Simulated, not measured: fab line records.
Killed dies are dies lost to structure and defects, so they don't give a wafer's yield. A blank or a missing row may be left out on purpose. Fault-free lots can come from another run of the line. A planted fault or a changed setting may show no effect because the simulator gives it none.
Split-lot experiment ; flow n5Finfet ; 21 wafers read from 7 lots, route of 1938 steps

## ON THE SPLIT
At N5_BEOL_M14_TRENCH_ETCH_34 (etches SiO2 in C4F8/O2/Ar, target depth 556.65 nm, time 126.9 s), the setting biasW was moved away from the recipe's 2040 W on 7 of the 21 wafers read, by -10.5% to +12.1%. The other wafers ran this setting at the recipe's value.

## FROM THE SPLIT TO THE READING: what the file shows between them, 9 steps
- N5_BEOL_M14_STRIP_70: strips in C4F8/O2/Ar
- N5_BEOL_M14_OCD_MEAS_35
- N5_BEOL_M14_STRIP_37: strips in O2
- N5_BEOL_M14_ETCH_38: etches SiCN in CF4/N2, target depth 106.5 nm, time 120.6 s
- N5_BEOL_M14_ECD_47: material Cu, target thk 1248 nm
- N5_BEOL_M14_ANNEAL_48: time 90 s
- N5_BEOL_M14_CMP_49: polishes, stops on SiO2, t overpolish 5.2 s, target thk 560 nm
- N5_BEOL_M14_THK_MEAS_50: measures by xrf
- N5_BEOL_M14_DEP_53: deposits SiCN from 3MS/NH3, target thk 50 nm, time 17.8 s (also split here: timeS)

## THE READING
Measured at N5_BEOL_M14_RS_MEAS_54 by four-point probe: M14_RS, in ohm/sq. On this fab line, fault-free wafers typically give 0.0331 ohm/sq with a standard deviation of 0.00048 ohm/sq.

wafer;tool, chamber at the split;biasW as run, W;against the recipe;M14_RS, ohm/sq;against lot-mates on the recipe
L075.1;rieDiel-04, 2;2040;recipe;0.0334;-
L075.3;rieDiel-04, 3;2259;+10.7%;0.0318;-0.0019
L075.4;rieDiel-04, 0;2040;recipe;0.0340;-
L077.1;rieDiel-01, 3;2286;+12.1%;0.0314;-0.0019
L077.2;rieDiel-01, 0;2040;recipe;0.0333;-
L077.6;rieDiel-01, 1;2286;+12.1%;0.0320;-0.0013
L083.3;rieDiel-04, 1;2040;recipe;0.0336;-
L083.4;rieDiel-04, 3;2040;recipe;0.0323;-
L083.6;rieDiel-04, 1;2040;recipe;0.0338;-
L090.1;rieDiel-04, 1;2040;recipe;0.0335;-
L090.4;rieDiel-04, 2;2221;+8.9%;0.0323;-0.0012
L090.5;rieDiel-04, 2;2221;+8.9%;0.0326;-0.0009
L091.1;rieDiel-04, 1;2040;recipe;0.0334;-
L091.4;rieDiel-04, 2;1825;-10.5%;0.0343;+0.0011
L091.5;rieDiel-04, 2;2040;recipe;0.0329;-
L094.3;rieDiel-03, 0;2040;recipe;0.0326;-
L094.5;rieDiel-03, 1;2040;recipe;0.0328;-
L094.6;rieDiel-03, 2;2040;recipe;0.0322;-
L095.2;rieDiel-03, 3;2040;recipe;0.0327;-
L095.4;rieDiel-03, 2;2040;recipe;0.0325;-
L095.6;rieDiel-03, 0;1829;-10.3%;0.0339;+0.0013

FIT RESULTS
A straight line over all 21 wafers: M14_RS changes by -0.000101 ohm/sq for each +1% of biasW; r = -0.78; the points scatter about the line by 0.0005 ohm/sq.
The same after taking each lot's own level away (the mean of its wafers on the recipe; 21 wafers): -0.000131 ohm/sq for each +1%; r = -0.92; scatter 0.00035 ohm/sq.
According to that fit, moving biasW by its largest amount changes the reading by 0.0016 ohm/sq.
Measured against the standard deviation above, the lots' own levels, which go from 0.03253 to 0.03370 ohm/sq, span 2.4 times it.
So the lot-to-lot level blurs the effect unless lot-mates are compared.
Check: for one of the wafers moved furthest among these (+12.1%), held out of the fit, the line's prediction against its lot-mates is -0.00153 ohm/sq. It came out at -0.0019 ohm/sq against them.
Tool readings at the split's step, against how far the setting was moved: rfVppV r = +0.98.

## ADDITIONAL SPLITS CARRIED BY THESE WAFERS
These wafers also went through other splits before the reading. Each is held against what the fit with the lots' levels taken away leaves over:
other split on the same wafers;wafers away from the commonest value;r with M14_RS (lot level and that fit taken away)
N5_BEOL_M14_DEP_53 timeS;6;-0.09

## THE WHOLE CHAIN: every reading that the file lists as answering this split, in the file's order
step;what it does;reading;change (the file's fit);r (the file's)
N5_BEOL_M14_TRENCH_ETCH_34;etches SiO2 in C4F8/O2/Ar, target depth 556.65 nm, time 126.9 s;rfVppV;+15.7 V for each +1% of the setting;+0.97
N5_BEOL_M14_TRENCH_ETCH_34;etches SiO2 in C4F8/O2/Ar, target depth 556.65 nm, time 126.9 s;etch.depthNm (the simulator's own value, which no gauge read);+2.23 nm for each +1% of the setting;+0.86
N5_BEOL_M14_OCD_MEAS_35;;trenchDepthNm;+2.22 nm for each +1% of the setting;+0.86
N5_BEOL_M14_CMP_49;polishes, stops on SiO2, t overpolish 5.2 s, target thk 560 nm;Cu_of_BEOL_M14_ECD_47.thkNm (the simulator's own value, which no gauge read);+2.25 nm for each +1% of the setting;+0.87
N5_BEOL_M14_THK_MEAS_50;measures by xrf;M14_THK;+2.35 for each +1% of the setting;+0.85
N5_BEOL_M14_RS_MEAS_54;measures by four-point-probe;M14_RS;-0.000134 for each +1% of the setting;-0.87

## THE FILE'S OWN FIT
M14_RS changes by -0.000134 ohm/sq for each +1% of biasW, r = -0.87.
